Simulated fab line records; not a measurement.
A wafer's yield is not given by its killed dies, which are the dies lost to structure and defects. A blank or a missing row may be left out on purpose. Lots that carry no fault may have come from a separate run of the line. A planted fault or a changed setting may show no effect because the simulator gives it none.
Which tool is to blame? ; flow nand_harc ; 42 wafers from 14 lots sampled at 3 of the route's 1302 steps

== WHAT EACH GAUGE READ, for each wafer ==
NHARC_A_CHANNEL_HOLE_D1_INSPECT_40.
lot;measured;on;raw_defect_count
L867;day 8 20:50;defect_inspect-01;127 98 115
L869;day 9 17:35;defect_inspect-02;27 58 51
L870;day 9 18:12;defect_inspect-02;119 106 134
L875;day 12 10:56;defect_inspect-02;138 106 129
L874;day 12 11:25;defect_inspect-02;39 34 39
L876;day 12 14:16;defect_inspect-01;106 109 106
L877;day 12 20:33;defect_inspect-01;70 102 105
L879;day 13 10:59;defect_inspect-01;84 92 40
L878;day 13 15:39;defect_inspect-01;64 49 77
L881;day 14 18:51;defect_inspect-02;34 37 30
L884;day 16 00:56;defect_inspect-02;47 71 90
L886;day 16 14:59;defect_inspect-02;93 103 103
L889;day 18 02:32;defect_inspect-01;77 49 56
L890;day 18 13:52;defect_inspect-02;58 73 61

NHARC_END_SORT_01.
lot;measured;on;killed_at_array;killed_at_other;killed_at_periphery;killed_dies;killed_open;killed_short
L878;day 29 07:34;prober-01;44;1;3;48;2;1
L884;day 31 13:26;prober-02;670 676 672;5 0 5;2 1 0;677 677 677;4 2 1;3 7 3
L886;day 32 08:52;prober-01;671 676 673;1 0 0;5 1 4;677 677 677;1 4 3;0 2 1

== WHICH TOOL RAN EACH LOT (tool, then ch and the chambers of the sampled wafers, then the start) ==
lot;NHARC_A_ONON_D2_DEP_00
L867;pecvd_onon-03 ch 0, day 12 13:26
L869;pecvd_onon-01 ch 0, day 13 05:41
L870;pecvd_onon-02 ch 0, day 13 05:43
L875;pecvd_onon-02 ch 0, day 15 22:54
L874;pecvd_onon-01 ch 0, day 15 22:40
L876;pecvd_onon-03 ch 0, day 15 22:44
L877;pecvd_onon-03 ch 0, day 16 04:28
L879;pecvd_onon-03 ch 0, day 16 21:02
L878;pecvd_onon-01 ch 0, day 17 11:03
L881;pecvd_onon-02 ch 0, day 18 07:14
L884;pecvd_onon-01, day 19 11:20
L886;pecvd_onon-03, day 19 21:59
L889;pecvd_onon-02 ch 0, day 22 07:29
L890;pecvd_onon-03 ch 0, day 22 05:50
- NHARC_A_ONON_D2_DEP_00: target thk 1000 nm.

== WHAT THE TOOLS THEMSELVES READ (means of the sampled wafers that have a number; where no wafer has one, the mark that the record gives instead) ==
NHARC_A_ONON_D2_DEP_00.
lot;tool;n2_flow_sccm (sccm);n2o_flow_sccm (sccm)
L867;pecvd_onon-03;2750;2003
L869;pecvd_onon-01;2744;2009
L870;pecvd_onon-02;2744;2000
L875;pecvd_onon-02;2744;2005
L874;pecvd_onon-01;2748;1994
L876;pecvd_onon-03;2756;2001
L877;pecvd_onon-03;2759;2007
L879;pecvd_onon-03;2746;2007
L878;pecvd_onon-01;2755;1997
L881;pecvd_onon-02;2742;2003
L884;pecvd_onon-01;-;-
L886;pecvd_onon-03;-;-
L889;pecvd_onon-02;2760;2006
L890;pecvd_onon-03;2753;2002

== THE ANSWER, worked out from the rows above alone ==
Rule: what is usual is taken from the lots themselves. The widest of any qualifying gaps counts: lots, ordered by their means at a reading, are off when they make up no more than a third of the lots, leave a main group of 4 or more, and stand apart from it by 3 or more times the standard deviation of that group's means. A main group is skipped when, at the precision printed for the reading in the tables above, its means are all equal. Also off: a lot with no number at a reading for which 4 or more lots have one. Any other lot the step has rows for is counted as sound. After the gauges, taken in route order, come the tools' own readings; for these a lot's mean is taken, as printed above. At the first step where some lot is off, the reading lying furthest off is the one used; lots without a number count as furthest.
Off: L884, L886 (NHARC_A_ONON_D2_DEP_00, n2_flow_sccm). Without a number there: L884, L886. Mean 2750 sccm and standard deviation 6.1 in the main group.
A tool fits if, at that step or a process step before it, it ran every lot that is off, and no sound lot after the first of them. None of those tried fits.

== WHAT HAD BEEN PUT IN BY THE SIMULATOR ==
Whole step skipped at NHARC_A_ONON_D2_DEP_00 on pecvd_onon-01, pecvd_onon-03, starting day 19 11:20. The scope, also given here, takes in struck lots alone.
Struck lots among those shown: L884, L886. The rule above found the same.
